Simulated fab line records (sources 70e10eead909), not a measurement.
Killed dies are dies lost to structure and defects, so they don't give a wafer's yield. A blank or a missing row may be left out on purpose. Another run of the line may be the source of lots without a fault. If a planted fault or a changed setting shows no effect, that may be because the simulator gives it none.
Matching of chambers :: flow nand_harc :: 4 sister chambers for NHARC_P_ZERO_WELL_DESCUM_26 on rie_diel-13
The step chemistry O2, time 3 s. 4 wafers are shown with their chamber, then 7 later ones without.

== WAFERS, EACH WITH ITS CHAMBER ==
wafer: L495.1
chamber: 3
drypump_motor_current_A (A): 6.5

wafer: L502.2
chamber: 0
drypump_motor_current_A (A): 6.0

wafer: L504.1
chamber: 1
drypump_motor_current_A (A): 5.6

wafer: L504.4
chamber: 2
drypump_motor_current_A (A): 6.3

== WAFERS WHOSE CHAMBER IS MISSING ==
wafer: L504.6
drypump_motor_current_A (A): 5.6

wafer: L505.1
drypump_motor_current_A (A): 6.4

wafer: L505.2
drypump_motor_current_A (A): 5.6

wafer: L505.3
drypump_motor_current_A (A): 6.1

wafer: L506.1
drypump_motor_current_A (A): 6.0

wafer: L506.3
drypump_motor_current_A (A): 6.4

wafer: L506.4
drypump_motor_current_A (A): 6.6

== THE CHAMBER EACH PASSED THROUGH ==
wafer: L504.6
from the rows above: 1
in truth: 1

wafer: L505.1
from the rows above: can't be placed: 3 or 2
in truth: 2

wafer: L505.2
from the rows above: 1
in truth: 1

wafer: L505.3
from the rows above: can't be placed: 0 or 2
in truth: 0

wafer: L506.1
from the rows above: 0
in truth: 0

wafer: L506.3
from the rows above: can't be placed: 3 or 2
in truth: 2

wafer: L506.4
from the rows above: 3
in truth: 3
Correct placement for 4 of the 7. These rows do not allow placing 3 (true chamber among the candidates in 3). Wrongly placed: 0.
How it was worked out, from the rows above alone: a wafer's distance from a chamber is the root of the sum, over the readings, of the square of ((its reading less the chamber's mean) divided by the reading's scatter). The wafer belongs to the nearest chamber; if the next one is less than 2 further off, it can't be placed. Each chamber's mean is taken over the wafers shown for it. The scatter: with one shown wafer a chamber, the root of the mean of the squares of how far each hidden wafer lies from its nearest shown one.
